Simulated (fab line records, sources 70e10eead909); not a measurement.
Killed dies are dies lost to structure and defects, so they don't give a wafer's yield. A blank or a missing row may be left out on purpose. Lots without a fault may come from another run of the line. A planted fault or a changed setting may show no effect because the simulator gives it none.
Chamber matching | flow nand_harc | NHARC_A_M0_PRE_CLEAN_31 on pecvd-01: 3 sister chambers
The step time 12 s. 14 wafers are shown with their chamber, then 7 later ones without.

WAFERS WITH THEIR CHAMBER
wafer  | chamber | heater_power_w (W)
L440.2 | 0       | 590
L440.4 | 0       | 625
L440.5 | 1       | 484
L444.1 | 1       | 538
L444.2 | 0       | 664
L444.5 | 0       | 659
L448.2 | 2       | 668
L448.4 | 1       | 493
L448.6 | 0       | 678
L458.2 | 1       | 568
L458.4 | 2       | 666
L458.5 | 0       | 578
L456.1 | 0       | 623
L456.3 | 2       | 653

SIGNATURES (means of the wafers above)
reading        | chamber 0 | chamber 1 | chamber 2 | scatter within a chamber
heater_power_w | 631.00    | 520.75    | 662.33    | 35
Rule: a wafer's distance from a chamber is the root of the sum, over the readings, of the square of ((its reading less the chamber's mean) divided by the reading's scatter). The wafer belongs to the nearest chamber; if the next one is less than 2 further off, it can't be placed. The scatter: the root of (the sum of the squares of (reading less its chamber's mean) over the shown wafers, divided by (wafers less chambers)).

WAFERS WITHOUT THEIR CHAMBER
wafer  | heater_power_w (W)
L456.5 | 633
L460.2 | 630
L460.3 | 523
L460.5 | 637
L461.2 | 481
L461.3 | 724
L461.4 | 644

WHICH CHAMBER EACH WENT THROUGH
wafer  | from the rows above     | in truth
L456.5 | can't be placed: 0 or 2 | 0
L460.2 | can't be placed: 0 or 2 | 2
L460.3 | 1                       | 1
L460.5 | can't be placed: 0 or 2 | 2
L461.2 | 1                       | 1
L461.3 | can't be placed: 2 or 0 | 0
L461.4 | can't be placed: 0 or 2 | 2
Placed correctly: 2 of 7. Can't be placed from these rows: 5 (the true chamber is among the candidates in 5). Placed wrongly: 0.
